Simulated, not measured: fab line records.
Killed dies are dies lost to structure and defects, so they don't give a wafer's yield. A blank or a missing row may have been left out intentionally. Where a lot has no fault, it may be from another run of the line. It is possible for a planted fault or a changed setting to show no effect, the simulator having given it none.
Matching of chambers    flow nand harc    4 sister chambers for NHARC_A_WL_FILL_ALD_02 on ald metal-01
The step deposits TiN, target thk 2 nm, pulse time 3 s, ald cycles 100. 8 wafers are shown with their chamber, then 10 later ones without.

## WAFERS PAIRED WITH THEIR CHAMBERS
wafer   chamber  heater power outer w (W)  heater power w (W)
L084.4  2        625                       980
L083.5  1        842                       1227
L085.6  3        669                       1132
L089.2  2        627                       991
L089.4  0        644                       1052
L089.5  1        824                       1207
L093.1  3        695                       1095
L093.2  0        665                       1074

## WAFERS WHOSE CHAMBER IS MISSING
wafer   heater power outer w (W)  heater power w (W)
L093.6  676                       1088
L092.1  649                       1065
L092.2  609                       988
L092.6  612                       979
L094.1  676                       1079
L094.3  840                       1210
L094.6  684                       1094
L086.1  624                       962
L086.3  687                       1105
L086.5  646                       1072

## WHICH CHAMBER EACH ONE RAN IN
wafer   from the rows above      in truth
L093.6  can't be placed: 3 or 0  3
L092.1  0                        0
L092.2  2                        2
L092.6  2                        2
L094.1  can't be placed: 0 or 3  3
L094.3  1                        1
L094.6  can't be placed: 3 or 0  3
L086.1  2                        2
L086.3  3                        3
L086.5  0                        0
Correct placement for 7 of the 10. Cannot be placed on the basis of these rows: 3; the candidates contain the true chamber in 3. 0 placed wrongly.
How it was worked out, from the rows above alone: a wafer's distance from a chamber is the root of the sum, over the readings, of the square of ((its reading less the chamber's mean) divided by the reading's scatter). If the next closest chamber is less than 2 further off than the closest, the wafer can't be placed; otherwise it belongs to the closest. The mean given for a chamber averages the wafers shown for that chamber. The scatter: take each reading less its chamber's mean, square it, sum over the shown wafers, divide by the number of wafers less the number of chambers, and take the root.
